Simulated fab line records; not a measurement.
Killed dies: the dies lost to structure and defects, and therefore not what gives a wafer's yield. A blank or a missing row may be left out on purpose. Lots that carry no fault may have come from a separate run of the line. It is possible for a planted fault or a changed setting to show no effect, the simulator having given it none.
A lot that was struck, set against a sound lot | flow nand-harc | 15 out of 1159 route steps
Sound: these wafers, L667.1, L667.4, L667.6. Wafers struck: L670.3, L670.4, L670.5. Last of all comes the cause.
Each step with rows lists, per side, the tool, then ch with its chambers, then its first start. Under that, the readings that differ: sound wafers | struck wafers | difference of the means | sigmas: that difference in standard deviations of wafers without a fault.
alike: a reading whose means differ by less than 2 such deviations, as well as words and numbers matching on both sides. not compared: withheld readings; readings where some wafer has no value; bounds like >300 that might hide an equal value; numbers whose values overlap and for which the record gives no deviation.
Wherever a step has rows on one side only, a row that says differs or no value, or a row with sigmas, the two part there. Non-overlapping numbers with no deviation appear without sigmas and do not part them. Lack of a reading on every wafer of one side parts them only where that side has two or more wafers.

first, 8 steps without rows for these wafers: NHARC_P_M0_HMDS_02 (time 30 s); NHARC_P_M0_COAT_33 (time 65 s); NHARC_P_M0_COAT_03 (resist thk 90 nm); NHARC_P_M0_SOFTBAKE_04 (time 55 s); NHARC_P_M0_EBR_05; NHARC_P_M0_EXPOSE_06 (exposes mask P M0, target cd 90 nm); NHARC_P_M0_PEB_07 (peb time 65 s); NHARC_P_M0_DEVELOP_08 (develop time 35 s).
NHARC_P_M0_CD_MEAS_09: target cd 90 nm.
  sound on cd-sem-03 ch 0, day 6 18:04; struck on cd-sem-02 ch 0, day 7 09:01
  alike: cd-nm
NHARC_P_M0_OVL_MEAS_10: pitch 180 nm.
  sound: overlay-02 at day 6 18:10; struck: overlay-02 at day 7 09:06
  alike: overlay-x-nm, overlay-y-nm
NHARC_P_M0_INSPECT_11:
  sound: defect-inspect-02 at day 6 18:11; struck: defect-inspect-01 at day 7 09:08
  alike: raw-defect-count
NHARC_P_M0_DESCUM_14: chemistry O2, time 3 s.
  sound on rie-diel-03 ch 0,1,2, day 6 18:15; struck on rie-diel-08 ch 0,1,2, day 7 09:13
  alike: drypump-motor-current-A, mfc-ar-sccm, oes-product-au, rf-vpp-V, showerhead-plenum-p-Torr, throttle-valve-pct
  not compared: rf-hours-counter-h
NHARC_P_M0_ETCH_34: etches the open film in N2/H2, target depth 40 nm, overetch 12 nm, time 43.94 s.
  sound on rie-diel-03 ch 0,2,3, day 6 18:21; struck on rie-diel-08 ch 0,1, day 7 09:19
  no value came back on the struck wafers for any of 8 readings (bias-w (W), chamber-pressure-mTorr (mTorr) and others); on the sound wafers bias-w (W) reads 149.9 148.9 149.9
  not compared: rf-hours-counter-h
NHARC_P_M0_ETCH_15: etches the open film in C4F8/Ar, target depth 150 nm, overetch 15 nm, time 82.5 s.
  sound on rie-diel-03 ch 0,1; struck on rie-diel-08 ch 0,1, day 7 09:24
  alike: bias-w, chamber-pressure-mTorr, oes-product-au, rf-vpp-V
  not compared: rf-hours-counter-h
-- break in the record here, with 13 days between the starts of the struck wafers on either side (left off in module P_M0, picked up again in module END, where the first step shown is number 1159 on the route) --
NHARC_END_SORT_01:
  the record has rows for the struck wafers here (prober-02 ch 0, day 20 19:13) and none for the sound ones

## WHERE THEY PART
At NHARC_P_M0_ETCH_34 first; at NHARC_END_SORT_01 last (within this record only).

WHY: what had been put in by the simulator
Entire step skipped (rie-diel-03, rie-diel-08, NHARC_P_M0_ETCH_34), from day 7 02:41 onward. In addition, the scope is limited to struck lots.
